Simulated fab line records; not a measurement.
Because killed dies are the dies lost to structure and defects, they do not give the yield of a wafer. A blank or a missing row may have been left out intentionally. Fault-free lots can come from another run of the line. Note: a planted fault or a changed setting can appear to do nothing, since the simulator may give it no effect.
Which tool did it?	flow n5Finfet	72 wafers from 24 lots sampled at 6 of the route's 1938 steps

== WHAT EACH GAUGE READ, for each wafer ==
The record lacks any reading of a measuring or inspecting step that a usual standard deviation could be used to judge.

== EACH LOT AND THE TOOL THAT RAN IT (in order: tool; ch and the chambers of the sampled wafers; start) ==
lot	N5_BEOL_M10_DESCUM_16	N5_BEOL_M11_ETCH_66	N5_BEOL_M11_STRIP_77	N5_BEOL_M11_PRE_CLEAN_45	N5_BEOL_M11_SURFACE_TREAT_76	N5_BEOL_M11_SPUTTER_48
L075	rieDiel-05 ch 1,2,3, day 10 10:23	rieDiel-06 ch 1,2,3, day 10 21:09	rieDiel-06 ch 1,2,3, day 10 22:11 or earlier	pvdSputter-01, day 10 22:11	pvdSputter-02, day 10 22:46	pvdSputter-02, day 10 23:00
L074	rieDiel-02 ch 1,3, day 10 12:38	rieDiel-06 ch 0,3, day 10 22:20	rieDiel-06 ch 0,3, day 10 23:28 or earlier	pvdSputter-02, day 10 23:28	pvdSputter-02, day 10 23:54	pvdSputter-01, day 11 00:13
L076	rieDiel-05 ch 0,3, day 10 22:14	rieDiel-06 ch 0,1, day 11 07:20	rieDiel-06 ch 0,1, day 11 08:24 or earlier	pvdSputter-03, day 11 08:24	pvdSputter-01, day 11 08:47	pvdSputter-02, day 11 09:01
L077	rieDiel-03 ch 1,2, day 11 05:25	rieDiel-06 ch 1,2, day 11 18:29	rieDiel-06 ch 1,2, day 11 19:28 or earlier	pvdSputter-01, day 11 19:28	pvdSputter-01, day 11 19:50	pvdSputter-02, day 11 20:11
L078	rieDiel-05 ch 1,3, day 11 08:47	rieDiel-01 ch 0,1, day 12 01:39	rieDiel-01 ch 0,1, day 12 02:37 or earlier	pvdSputter-03, day 12 02:37	pvdSputter-03, day 12 02:58	pvdSputter-03, day 12 04:50
L080	rieDiel-03 ch 0,2, day 11 23:38	rieDiel-06 ch 0,1, day 12 09:10	rieDiel-06 ch 0,1, day 12 10:27 or earlier	pvdSputter-03, day 12 10:27	pvdSputter-01, day 12 10:54	pvdSputter-02, day 12 11:05
L079	rieDiel-02 ch 0,3, day 12 06:17	rieDiel-04 ch 2,3, day 12 18:59	rieDiel-04 ch 2,3, day 12 20:04 or earlier	pvdSputter-02, day 12 20:04	pvdSputter-02, day 12 20:25	pvdSputter-03, day 12 20:50
L081	rieDiel-02 ch 0,2,3, day 12 06:39	rieDiel-04 ch 0,2, day 12 19:27	rieDiel-04 ch 0,2, day 12 20:25 or earlier	pvdSputter-03, day 12 20:25	pvdSputter-01, day 12 22:16	pvdSputter-01, day 12 22:32
L083	rieDiel-02 ch 1,3, day 12 10:38	rieDiel-04 ch 0,2,3, day 12 21:50	rieDiel-04 ch 0,2,3, day 12 22:55 or earlier	pvdSputter-01, day 12 22:55	pvdSputter-03, day 12 23:16	pvdSputter-03, day 12 23:31
L082	rieDiel-03 ch 0,2,3, day 12 20:15	rieDiel-06 ch 0,1,2, day 13 04:35	rieDiel-06 ch 0,1,2, day 13 06:03 or earlier	pvdSputter-02, day 13 06:03	pvdSputter-01, day 13 06:27	pvdSputter-02, day 13 06:37
L084	rieDiel-05 ch 0,2, day 13 03:05	rieDiel-04 ch 0,2,3, day 13 17:43	rieDiel-04 ch 0,2,3, day 13 18:58 or earlier	pvdSputter-01, day 13 18:58	pvdSputter-03, day 13 19:21	pvdSputter-02, day 13 19:38
L085	rieDiel-05 ch 0,2,3, day 13 09:31	rieDiel-06 ch 2,3, day 13 21:53	rieDiel-06 ch 2,3, day 13 22:51 or earlier	pvdSputter-03, day 13 22:51	pvdSputter-01, day 14 00:40	pvdSputter-03, day 14 00:56
L086	rieDiel-05 ch 0,2,3, day 13 12:55	rieDiel-01 ch 0,2, day 13 22:12	rieDiel-01 ch 0,2, day 14 00:46 or earlier	pvdSputter-02, day 14 00:46	pvdSputter-03, day 14 01:07	pvdSputter-03, day 14 01:21
L087	rieDiel-05 ch 0,1,2, day 13 22:42	rieDiel-06 ch 0,3, day 14 14:37	rieDiel-06 ch 0,3, day 14 17:23 or earlier	pvdSputter-02, day 14 17:23	pvdSputter-01, day 14 17:53	pvdSputter-01, day 14 18:05
L089	rieDiel-03 ch 0,1,2, day 13 22:53	rieDiel-04 ch 0,1,2, day 14 08:12	rieDiel-04 ch 0,1,2, day 14 09:34 or earlier	pvdSputter-01, day 14 09:34	pvdSputter-02, day 14 09:54	pvdSputter-02, day 14 10:08
L088	rieDiel-05 ch 0,2, day 13 23:28	rieDiel-06 ch 0,1, day 14 10:11	rieDiel-06 ch 0,1, day 14 11:27 or earlier	pvdSputter-02, day 14 11:27	pvdSputter-02, day 14 12:01	pvdSputter-01, day 14 13:23
L090	rieDiel-05 ch 0,1, day 14 06:00	rieDiel-01 ch 0,2,3, day 14 17:49	rieDiel-01 ch 0,2,3, day 14 19:53 or earlier	pvdSputter-03, day 14 19:53	pvdSputter-03, day 14 20:17	pvdSputter-03, day 14 20:37
L091	rieDiel-02 ch 0,2, day 14 06:09	rieDiel-06 ch 0,2,3, day 14 17:04	rieDiel-06 ch 0,2,3, day 14 18:20 or earlier	pvdSputter-01, day 14 18:20	pvdSputter-01, day 14 18:56	pvdSputter-01, day 14 19:41
L094	rieDiel-05 ch 0,3, day 14 23:29	rieDiel-04 ch 2,3, day 15 10:20	rieDiel-04 ch 2,3, day 15 11:29 or earlier	pvdSputter-03, day 15 11:29	pvdSputter-02, day 15 12:05	pvdSputter-02, day 15 12:49
L092	rieDiel-05 ch 0,1, day 14 23:44	rieDiel-06 ch 0,1,2, day 15 10:10	rieDiel-06 ch 0,1,2, day 15 11:08 or earlier	pvdSputter-02, day 15 11:08	pvdSputter-03, day 15 11:34	pvdSputter-02, day 15 11:58
L093	rieDiel-05 ch 0,1,3, day 15 02:50	rieDiel-01 ch 1,3, day 15 11:52	rieDiel-01 ch 1,3, day 15 13:28 or earlier	pvdSputter-02, day 15 13:28	pvdSputter-01, day 15 13:49	pvdSputter-02, day 15 14:02
L095	rieDiel-05 ch 0,1,3, day 15 19:55	rieDiel-04 ch 0,1,2, day 16 07:26	rieDiel-04 ch 0,1,2, day 16 08:28 or earlier	pvdSputter-02, day 16 08:28	pvdSputter-03, day 16 10:22	pvdSputter-03, day 16 10:45
L096	rieDiel-02 ch 2,3, day 15 22:56	rieDiel-01 ch 2,3, day 16 07:48	rieDiel-01 ch 2,3, day 16 08:49 or earlier	pvdSputter-01, day 16 08:49	pvdSputter-03, day 16 10:25	pvdSputter-03, day 16 10:50
L097	rieDiel-02 ch 0,2,3, day 16 11:35	rieDiel-01 ch 0,3, day 16 22:16	rieDiel-01 ch 0,3, day 16 23:47 or earlier	pvdSputter-02, day 16 23:47	pvdSputter-02, day 17 00:08	pvdSputter-03, day 17 02:00
- N5_BEOL_M10_DESCUM_16: chemistry O2, time 7.9 s.
- N5_BEOL_M11_ETCH_66: etches SOC in N2/H2, target depth 120 nm, overetch 24 nm, time 180 s.
- N5_BEOL_M11_STRIP_77: strips in N2/H2, time 10 s.
- N5_BEOL_M11_PRE_CLEAN_45: time 30 s.
- N5_BEOL_M11_SURFACE_TREAT_76
- N5_BEOL_M11_SPUTTER_48: material Cu, target thk 12 nm, time 2 s.

== WHAT THE TOOLS THEMSELVES READ (means of the sampled wafers that have a number; where no wafer has one, the mark that the record gives instead) ==
N5_BEOL_M10_DESCUM_16.
lot	tool	drypumpMotorCurrentA (A)	oesProductAu (a.u.)	rfVppV (V)	showerheadPlenumPTorr (Torr)	throttleValvePct (%)
L075	rieDiel-05	5.7	0.76	243.7	2.12	20.50
L074	rieDiel-02	5.6	0.75	243.5	2.11	20.33
L076	rieDiel-05	6.0	0.69	243.9	2.16	20.56
L077	rieDiel-03	6.1	0.82	243.4	2.07	20.30
L078	rieDiel-05	5.6	0.68	243.9	2.16	20.78
L080	rieDiel-03	6.0	0.97	242.4	2.05	20.18
L079	rieDiel-02	6.1	0.78	240.9	1.97	20.45
L081	rieDiel-02	6.1	0.80	241.3	1.99	20.44
L083	rieDiel-02	5.6	0.73	243.2	2.11	20.35
L082	rieDiel-03	5.9	0.86	242.1	2.04	20.11
L084	rieDiel-05	5.6	0.90	243.1	2.07	20.08
L085	rieDiel-05	5.9	0.83	243.6	2.11	20.29
L086	rieDiel-05	5.9	0.83	243.9	2.11	20.31
L087	rieDiel-05	5.5	0.93	243.7	2.11	20.25
L089	rieDiel-03	6.0	0.86	242.5	2.05	20.27
L088	rieDiel-05	5.7	0.92	243.9	2.11	20.10
L090	rieDiel-05	5.3	0.97	243.6	2.16	20.38
L091	rieDiel-02	6.2	0.76	240.9	1.94	20.45
L094	rieDiel-05	6.3	0.96	244.7	2.15	20.27
L092	rieDiel-05	5.4	0.93	243.8	2.15	20.41
L093	rieDiel-05	5.8	0.94	243.0	2.15	20.34
L095	rieDiel-05	5.8	0.93	243.6	2.15	20.36
L096	rieDiel-02	5.9	0.79	242.4	2.02	20.49
L097	rieDiel-02	6.0	0.76	241.5	1.97	20.49

N5_BEOL_M11_ETCH_66.
lot	tool	drypumpMotorCurrentA (A)	oesProductAu (a.u.)	rfVppV (V)	showerheadPlenumPTorr (Torr)	throttleValvePct (%)
L075	rieDiel-06	5.5	0.63	523	2.52	17.81
L074	rieDiel-06	5.8	0.58	525	2.57	18.02
L076	rieDiel-06	5.6	0.60	520	2.44	17.93
L077	rieDiel-06	5.1	0.67	525	2.59	17.71
L078	rieDiel-01	6.3	0.59	523	2.48	18.10
L080	rieDiel-06	5.6	0.59	523	2.53	18.02
L079	rieDiel-04	5.9	0.69	525	2.57	17.50
L081	rieDiel-04	5.7	0.64	525	2.57	17.66
L083	rieDiel-04	5.7	0.67	526	2.59	17.60
L082	rieDiel-06	5.3	0.62	524	2.56	17.87
L084	rieDiel-04	5.7	0.66	526	2.59	17.60
L085	rieDiel-06	5.7	0.72	525	2.55	17.58
L086	rieDiel-01	5.9	0.57	521	2.47	18.06
L087	rieDiel-06	6.0	0.67	524	2.52	17.73
L089	rieDiel-04	5.6	0.67	525	2.59	17.88
L088	rieDiel-06	5.5	0.59	520	2.43	17.98
L090	rieDiel-01	5.7	0.64	523	2.50	17.83
L091	rieDiel-06	5.5	0.66	525	2.59	17.77
L094	rieDiel-04	6.0	0.69	525	2.57	17.48
L092	rieDiel-06	5.3	0.62	524	2.55	17.90
L093	rieDiel-01	6.1	0.69	522	2.51	17.69
L095	rieDiel-04	5.6	0.66	526	2.58	17.91
L096	rieDiel-01	5.7	0.69	523	2.53	17.62
L097	rieDiel-01	6.1	0.76	526	2.63	17.64

N5_BEOL_M11_STRIP_77.
lot	tool	drypumpMotorCurrentA (A)	oesProductAu (a.u.)	rfVppV (V)	showerheadPlenumPTorr (Torr)	throttleValvePct (%)
L075	rieDiel-06	5.5	0.79	59.0	2.52	23.6
L074	rieDiel-06	5.8	0.71	59.1	2.57	23.8
L076	rieDiel-06	5.6	0.75	58.1	2.44	23.8
L077	rieDiel-06	5.0	0.84	59.1	2.59	23.5
L078	rieDiel-01	6.3	0.73	58.9	2.48	23.9
L080	rieDiel-06	5.6	0.73	59.3	2.52	23.8
L079	rieDiel-04	5.9	0.85	59.0	2.57	23.2
L081	rieDiel-04	5.7	0.78	60.4	2.57	23.4
L083	rieDiel-04	5.7	0.82	60.1	2.58	23.4
L082	rieDiel-06	5.3	0.78	59.7	2.55	23.7
L084	rieDiel-04	5.7	0.81	59.9	2.58	23.4
L085	rieDiel-06	5.7	0.88	59.6	2.55	23.4
L086	rieDiel-01	5.8	0.70	58.4	2.46	23.9
L087	rieDiel-06	6.0	0.83	59.9	2.52	23.5
L089	rieDiel-04	5.6	0.83	59.3	2.58	23.8
L088	rieDiel-06	5.5	0.72	59.4	2.43	23.8
L090	rieDiel-01	5.8	0.79	59.1	2.50	23.7
L091	rieDiel-06	5.6	0.81	59.6	2.59	23.5
L094	rieDiel-04	6.0	0.85	59.5	2.57	23.2
L092	rieDiel-06	5.3	0.76	59.9	2.54	23.7
L093	rieDiel-01	6.1	0.87	59.1	2.50	23.6
L095	rieDiel-04	5.5	0.81	59.0	2.58	23.8
L096	rieDiel-01	5.6	0.85	59.2	2.53	23.5
L097	rieDiel-01	6.1	0.96	59.6	2.62	23.5

N5_BEOL_M11_PRE_CLEAN_45.
lot	tool	heaterPowerW (W)
L075	pvdSputter-01	337
L074	pvdSputter-02	331
L076	pvdSputter-03	354
L077	pvdSputter-01	377
L078	pvdSputter-03	351
L080	pvdSputter-03	360
L079	pvdSputter-02	291
L081	pvdSputter-03	350
L083	pvdSputter-01	341
L082	pvdSputter-02	320
L084	pvdSputter-01	337
L085	pvdSputter-03	355
L086	pvdSputter-02	282
L087	pvdSputter-02	348
L089	pvdSputter-01	335
L088	pvdSputter-02	345
L090	pvdSputter-03	351
L091	pvdSputter-01	343
L094	pvdSputter-03	354
L092	pvdSputter-02	278
L093	pvdSputter-02	278
L095	pvdSputter-02	299
L096	pvdSputter-01	346
L097	pvdSputter-02	312

N5_BEOL_M11_SPUTTER_48.
lot	tool	chamberPressurePa (Pa)	throttleValvePct (%)
L075	pvdSputter-02	0.13005	30.1
L074	pvdSputter-01	0.12996	28.7
L076	pvdSputter-02	0.13029	30.7
L077	pvdSputter-02	0.13013	29.7
L078	pvdSputter-03	0.13027	28.5
L080	pvdSputter-02	0.13003	29.4
L079	pvdSputter-03	0.12998	29.6
L081	pvdSputter-01	0.13026	29.8
L083	pvdSputter-03	0.13015	29.8
L082	pvdSputter-02	0.12973	30.7
L084	pvdSputter-02	0.13008	29.7
L085	pvdSputter-03	0.13006	30.9
L086	pvdSputter-03	0.12987	29.8
L087	pvdSputter-01	0.13000	29.1
L089	pvdSputter-02	0.13002	30.2
L088	pvdSputter-01	0.12997	29.4
L090	pvdSputter-03	0.12960	30.1
L091	pvdSputter-01	0.12995	28.5
L094	pvdSputter-02	0.13021	30.6
L092	pvdSputter-02	0.13000	29.7
L093	pvdSputter-02	0.12989	29.6
L095	pvdSputter-03	0.13021	30.2
L096	pvdSputter-03	0.12995	29.7
L097	pvdSputter-03	0.12982	30.4

== THE ANSWER, worked out from the rows above alone ==
Rule: the lots themselves supply what counts as usual. Put in order of their means at a reading, lots are off if they are a third of the lots or fewer, leave a main group of 4 or more, and stand apart from it by a gap of 3 or more times the standard deviation of the main group's means; of several such gaps the widest counts. A main group whose means are all the same, to the digits that the tables above print for the reading, isn't used. A lot without any number at a reading at which 4 lots or more have one is off too. All remaining lots with rows at the step are treated as sound. The gauges are gone through in route order, then the tools' own readings, and for those a lot's mean is taken as printed above. The first step at which some lot is off is used, and at that step the reading that is off furthest; a lot without a number counts as furthest.
None of the lots is off at any reading shown; this tells nothing.

== WHAT HAD BEEN PUT IN BY THE SIMULATOR ==
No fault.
